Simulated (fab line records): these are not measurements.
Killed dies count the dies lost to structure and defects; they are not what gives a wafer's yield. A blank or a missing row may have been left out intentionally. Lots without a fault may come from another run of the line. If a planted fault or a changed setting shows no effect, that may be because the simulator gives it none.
Chamber matching || flow n5-finfet || N5_BEOL_M8_DEP_56 on pecvd-01 has 3 sister chambers
The step deposits SiCN from 3MS/NH3, target thk 10 nm, time 17.5 s. 3 wafers are shown with their chamber, then 8 later ones without.

## WAFERS WITH THEIR CHAMBER
{"wafer": "L086.4", "chamber": 0, "showerhead-plenum-p-Torr (Torr)": 3.658}
{"wafer": "L086.5", "chamber": 1, "showerhead-plenum-p-Torr (Torr)": 3.649}
{"wafer": "L089.1", "chamber": 2, "showerhead-plenum-p-Torr (Torr)": 3.669}

## WAFERS WITH NO CHAMBER GIVEN
{"wafer": "L089.3", "showerhead-plenum-p-Torr (Torr)": 3.667}
{"wafer": "L089.4", "showerhead-plenum-p-Torr (Torr)": 3.659}
{"wafer": "L088.1", "showerhead-plenum-p-Torr (Torr)": 3.674}
{"wafer": "L088.2", "showerhead-plenum-p-Torr (Torr)": 3.661}
{"wafer": "L088.5", "showerhead-plenum-p-Torr (Torr)": 3.655}
{"wafer": "L090.2", "showerhead-plenum-p-Torr (Torr)": 3.665}
{"wafer": "L090.3", "showerhead-plenum-p-Torr (Torr)": 3.661}
{"wafer": "L090.4", "showerhead-plenum-p-Torr (Torr)": 3.673}

## THE CHAMBER EACH PASSED THROUGH
{"wafer": "L089.3", "from the rows above": 2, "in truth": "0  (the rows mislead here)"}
{"wafer": "L089.4", "from the rows above": 0, "in truth": 0}
{"wafer": "L088.1", "from the rows above": 2, "in truth": 2}
{"wafer": "L088.2", "from the rows above": "can't be placed: 0 or 2", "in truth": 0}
{"wafer": "L088.5", "from the rows above": "can't be placed: 0 or 1", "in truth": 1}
{"wafer": "L090.2", "from the rows above": "can't be placed: 2 or 0", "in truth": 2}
{"wafer": "L090.3", "from the rows above": "can't be placed: 0 or 2", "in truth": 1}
{"wafer": "L090.4", "from the rows above": 2, "in truth": 2}
3 of 8 placed correctly. Not placeable from these rows: 4 (in 3, the candidates include the true chamber). Wrongly placed: 1.
How it was worked out, from the rows above alone: a wafer's distance from a chamber is the root of the sum, over the readings, of the square of ((its reading less the chamber's mean) divided by the reading's scatter). The wafer belongs to the nearest chamber; if the next one is less than 2 further off, it can't be placed. Each chamber's mean is taken over the wafers shown for it. The scatter: with one shown wafer a chamber, the root of the mean of the squares of how far each hidden wafer lies from its nearest shown one.
